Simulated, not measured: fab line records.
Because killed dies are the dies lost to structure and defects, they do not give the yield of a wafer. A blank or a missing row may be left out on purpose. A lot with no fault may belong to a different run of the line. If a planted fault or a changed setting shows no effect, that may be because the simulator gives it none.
A lot that was struck, set against a sound lot / flow n5 finfet / 18 out of 1938 route steps
Sound: the wafers L821.1, L821.4, L821.6. Struck: wafer L811.4 (left out: L811.1, L811.3 of the same lot, which were not struck); the cause appears at the end.
Per side, at each step with rows, come the tool, then ch with its chambers, and then its first start. Under that, the readings that differ: sound wafers / struck wafers / difference of the means / sigmas: that difference in standard deviations of wafers without a fault.
alike: a reading whose means differ by less than 2 such deviations, as well as words and numbers matching on both sides. not compared: withheld readings; readings where some wafer has no value; bounds like >300 that might hide an equal value; numbers whose values overlap and for which the record gives no deviation.
Wherever a step has rows on one side only, a row that says differs or no value, or a row with sigmas, the two part there. Non-overlapping numbers with no deviation appear without sigmas and do not part them. A reading that every wafer of one side lacks parts them only if that side has two wafers or more.

first, 9 steps without rows for these wafers: N5_SD_EPI_P_COAT_35 (time 60 s, resist thk 35 nm); N5_SD_EPI_P_COAT_03 (resist thk 150 nm); N5_SD_EPI_P_EBR_05; N5_SD_EPI_P_SOFTBAKE_04 (time 60 s); N5_SD_EPI_P_EXPOSE_06 (exposes mask SD P BLK, target cd 240 nm); N5_SD_EPI_P_PEB_07 (peb time 60 s); N5_SD_EPI_P_DEVELOP_08 (develop time 30 s); N5_SD_EPI_P_DESCUM_14 (chemistry O2, time 7.9 s); N5_SD_EPI_P_ETCH_36 (etches SiARC in CF4, target depth 45.5 nm, time 75.8 s).
N5_SD_EPI_P_ETCH_37: etches SOC in N2/H2, overetch 108 nm, time 486 s.
  sound on rie diel-05 ch 2,3, day 7 12:43; struck on rie diel-06 ch 0, day 5 01:40
reading=rf fwd power W (W); sound=2983 2984 2992; struck=3713; difference=+727; sigmas=+80
reading=rf vpp V (V); sound=238.1 241.3 239.9; struck=224.0; difference=-15.8; sigmas=-11
reading=throttle valve pct (%); sound=23.1 23.9 23.1; struck=24.3; difference=+0.9; sigmas=+2
reading=model.SD_EPI_P.cd nm (nm); sound=240 239.4 240.4; struck=244; difference=+4; sigmas=
reading=model.SiARC_of_SD_EPI_P_COAT_35.thk nm (nm); sound=19.4 19.6 19.4; struck=17.4; difference=-2.1; sigmas=
  alike: drypump motor current A, oes product au, showerhead plenum p Torr
  not compared: rf hours counter h
then, 3 steps without rows for these wafers: N5_SD_EPI_P_STRIP_38 (strips in N2/H2); N5_SD_EPI_P_ETCHBACK_46 (etches SiNx in CH3F/O2, stops on SiO2, target depth 17.5 nm); N5_SD_EPI_P_ETCH_47 (etches SiOCN in CH3F/O2, target depth 25 nm).
N5_SD_EPI_P_ETCH_16: etches SiO2 in CHF3/O2, target depth 5 nm.
  sound on rie diel-05 ch 2,3, day 7 13:14; struck on rie diel-06 ch 0, day 5 02:11
reading=rf vpp V (V); sound=535 539 534; struck=517; difference=-19; sigmas=-2
reading=model.SiARC_of_SD_EPI_P_COAT_35.thk nm (nm); sound=11.2 11.4 11.2; struck=9.4; difference=-1.9; sigmas=
  alike: CHF3_flow_sccm, drypump motor current A, oes product au, rf fwd power W, showerhead plenum p Torr, throttle valve pct
  not compared: rf hours counter h
then, 1 step without rows for these wafers: N5_SD_EPI_P_STRIP_50 (strips in CHF3/O2).
N5_SD_EPI_P_SD_RECESS_17: chemistry HBr/Cl2/O2, target depth 39.1 nm, bt time 3 s.
  sound on rie si-05 ch 1,2,3, day 7 13:19; struck on rie si-03 ch 3, day 5 02:15
reading=drypump motor current A (A); sound=5.3 5.1 5.5; struck=6.1; difference=+0.8; sigmas=+2
reading=model.SD_EPI_P.cd nm (nm); sound=239.8 239.4 240.4; struck=243.8; difference=+3.9; sigmas=
  alike: mfc cl2 sccm, oes product au, rf fwd power W, throttle valve pct
  not compared: rf hours counter h
then, 1 step without rows for these wafers: N5_SD_EPI_P_WET_ETCH_45 (etches SiO2 in dHF, time 10.7 s, target depth 2 nm, rinse time 30 s).
-- here the record skips 5 days between the struck wafers' starts before and after, leaving off in module SD_EPI_P and picking up in module BEOL_M4 (first step shown: number 1111 of the route) --
N5_BEOL_M4_RC_MEAS_101:
  sound on prober-02 ch 0, day 12 17:56; struck on prober-01 ch 0, day 9 16:58
reading=DIBL_P (mV/V); sound=31.7 32.2 33.0; struck=37.7; difference=+5.4; sigmas=+3
reading=SS_P (mV/dec); sound=71.9 72.3 72.0; struck=73.4; difference=+1.3; sigmas=+2
  alike: DIBL_N, IOFF_N, IOFF_P, ION_N, ION_P, SS_N, VT_N, VT_P

== WHERE THEY PART ==
Earliest at N5_SD_EPI_P_ETCH_37; latest, in this record, at N5_BEOL_M4_RC_MEAS_101.

WHY: what had been put in by the simulator
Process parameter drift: rie diel-06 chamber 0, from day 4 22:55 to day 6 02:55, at N5_SD_EPI_P_ETCH_37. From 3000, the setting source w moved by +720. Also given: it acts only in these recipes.
